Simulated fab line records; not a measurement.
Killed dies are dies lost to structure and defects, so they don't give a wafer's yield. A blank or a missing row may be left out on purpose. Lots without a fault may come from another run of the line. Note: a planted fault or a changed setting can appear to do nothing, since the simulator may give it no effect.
What tool caused it? ; flow n5 finfet ; 11 lots with 33 wafers sampled at 4 steps, on a route of 1938 steps

== WHAT THE GAUGES SHOWED, per wafer ==
N5_MOL_CONTACT_COAG_OVL_MEAS_41.
lot;measured;on;VD_OVL (nm)
L075;day 5 13:46;overlay-01;0.7 0.2 0.2
L077;day 5 21:31;overlay-02;0.2 0.6 0.4
L079;day 6 07:48;overlay-01;0.7 1.3 0.6
L081;day 7 00:54;overlay-02;-0.1 -0.7 -0.7
L083;day 7 13:05;overlay-01;-0.6 -0.7 -0.5
L085;day 8 02:22;overlay-02;0.3 0.3 0.0
L087;day 8 20:10;overlay-02;1.1 1.6 1.3
L089;day 9 01:17;overlay-02;-0.1 -0.2 0.3
L092;day 9 20:52;overlay-01;0.0 -0.4 0.6
L094;day 10 05:55;overlay-02;1.1 0.4 0.4
L096;day 10 23:27;overlay-01;0.0 0.1 0.3

== EACH LOT AND THE TOOL THAT RAN IT (in order: tool; ch and the chambers of the sampled wafers; start) ==
lot;N5_MOL_CONTACT_COAG_ETCH_110;N5_MOL_CONTACT_COAG_DESCUM_88;N5_MOL_CONTACT_COAG_STRIP_119
L075;rie diel-06 ch 0,1, day 4 23:18;rie diel-06 ch 0,1,3, day 5 07:44;plasma asher-02 ch 0,1, day 5 08:39
L077;rie diel-06 ch 1,2,3, day 5 10:56;rie diel-01 ch 1,2, day 5 20:14;plasma asher-02 ch 0,1, day 5 20:53
L079;rie diel-01 ch 0,3, day 5 22:17;rie diel-01 ch 0,2, day 6 06:38;plasma asher-02 ch 0,1, day 6 07:18
L081;rie diel-06 ch 0,1, day 6 12:48;rie diel-01 ch 2,3, day 6 23:34;plasma asher-01 ch 0,1, day 7 00:17
L083;rie diel-01 ch 2,3, day 7 02:03;rie diel-02 ch 0,1, day 7 11:50;plasma asher-01 ch 0,1, day 7 12:35
L085;rie diel-06 ch 2,3, day 7 11:53;rie diel-02 ch 1,2,3, day 8 01:04;plasma asher-01 ch 0,1, day 8 01:44
L087;rie diel-06 ch 0,1,2, day 8 05:42;rie diel-06 ch 0,3, day 8 17:51;plasma asher-01 ch 0,1, day 8 19:32
L089;rie diel-01 ch 0,3, day 8 13:02;rie diel-01 ch 1,2, day 9 00:01;plasma asher-02 ch 0,1, day 9 00:40
L092;rie diel-02 ch 1,2,3, day 9 10:51;rie diel-02 ch 1,2,3, day 9 19:35;plasma asher-02 ch 0,1, day 9 20:14
L094;rie diel-01 ch 0,1,2, day 9 19:16;rie diel-01 ch 1,2, day 10 04:41;plasma asher-02 ch 0, day 10 05:25
L096;rie diel-02 ch 0,2,3, day 10 08:48;rie diel-02 ch 2,3, day 10 22:01;plasma asher-01 ch 0,1, day 10 22:56
- N5_MOL_CONTACT_COAG_ETCH_110: etches Si in CF4/O2, target depth 2.5 nm, time 8 s.
- N5_MOL_CONTACT_COAG_DESCUM_88: chemistry O2, time 7 s.
- N5_MOL_CONTACT_COAG_STRIP_119: strips in N2/H2, time 30 s.

== THE ANSWER, worked out from the rows above alone ==
Rule: the usual values come from the lots themselves. The widest of any qualifying gaps counts: lots, ordered by their means at a reading, are off when they make up no more than a third of the lots, leave a main group of 4 or more, and stand apart from it by 3 or more times the standard deviation of that group's means. The tables above print the reading to a certain number of digits; a main group whose means all agree to those digits is not used. A lot without any number at a reading at which 4 lots or more have one is off too. Any other lot the step has rows for is counted as sound.
None of the lots is off at any reading shown; this tells nothing.

== WHAT THE SIMULATOR PUT IN ==
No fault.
